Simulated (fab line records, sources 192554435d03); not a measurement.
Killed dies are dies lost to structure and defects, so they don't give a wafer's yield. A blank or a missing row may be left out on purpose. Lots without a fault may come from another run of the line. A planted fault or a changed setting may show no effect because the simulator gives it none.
Chamber matching | flow n5_finfet | N5_BEOL_M7_ILD_DEP_00 on pecvd-01: 3 sister chambers
The step deposits SiCOH lowk from DEMS/porogen, target thk 179.75 nm, time 33.4 s. 3 wafers are shown with their chamber, then 12 later ones without.

WAFERS WITH THEIR CHAMBER
wafer  | chamber | throttle_valve_pct (%)
L090.4 | 2       | 13.4
L090.5 | 1       | 14.5
L090.6 | 0       | 13.5

WAFERS WITHOUT THEIR CHAMBER
wafer  | throttle_valve_pct (%)
L091.1 | 13.6
L091.2 | 13.6
L091.3 | 14.5
L091.4 | 14.7
L091.5 | 13.5
L091.6 | 13.7
L092.2 | 14.5
L092.3 | 13.6
L092.4 | 14.4
L094.1 | 14.9
L094.2 | 13.9
L094.4 | 13.4

WHICH CHAMBER EACH WENT THROUGH
wafer  | from the rows above          | in truth
L091.1 | can't be placed: 0 or 2      | 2
L091.2 | can't be placed: 0 or 2      | 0
L091.3 | 1                            | 1
L091.4 | 1                            | 1
L091.5 | can't be placed: 0 or 2      | 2
L091.6 | can't be placed: 0 or 2      | 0
L092.2 | 1                            | 1
L092.3 | can't be placed: 0 or 2      | 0
L092.4 | 1                            | 1
L094.1 | 1                            | 1
L094.2 | can't be placed: 0 or 2 or 1 | 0
L094.4 | can't be placed: 2 or 0      | 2
Placed correctly: 5 of 12. Can't be placed from these rows: 7 (the true chamber is among the candidates in 7). Placed wrongly: 0.
How it was worked out, from the rows above alone: a wafer's distance from a chamber is the root of the sum, over the readings, of the square of ((its reading less the chamber's mean) divided by the reading's scatter). The wafer belongs to the nearest chamber; if the next one is less than 2 further off, it can't be placed. A chamber's mean is the mean of its shown wafers. The scatter: with one shown wafer a chamber, the root of the mean of the squares of how far each hidden wafer lies from its nearest shown one.
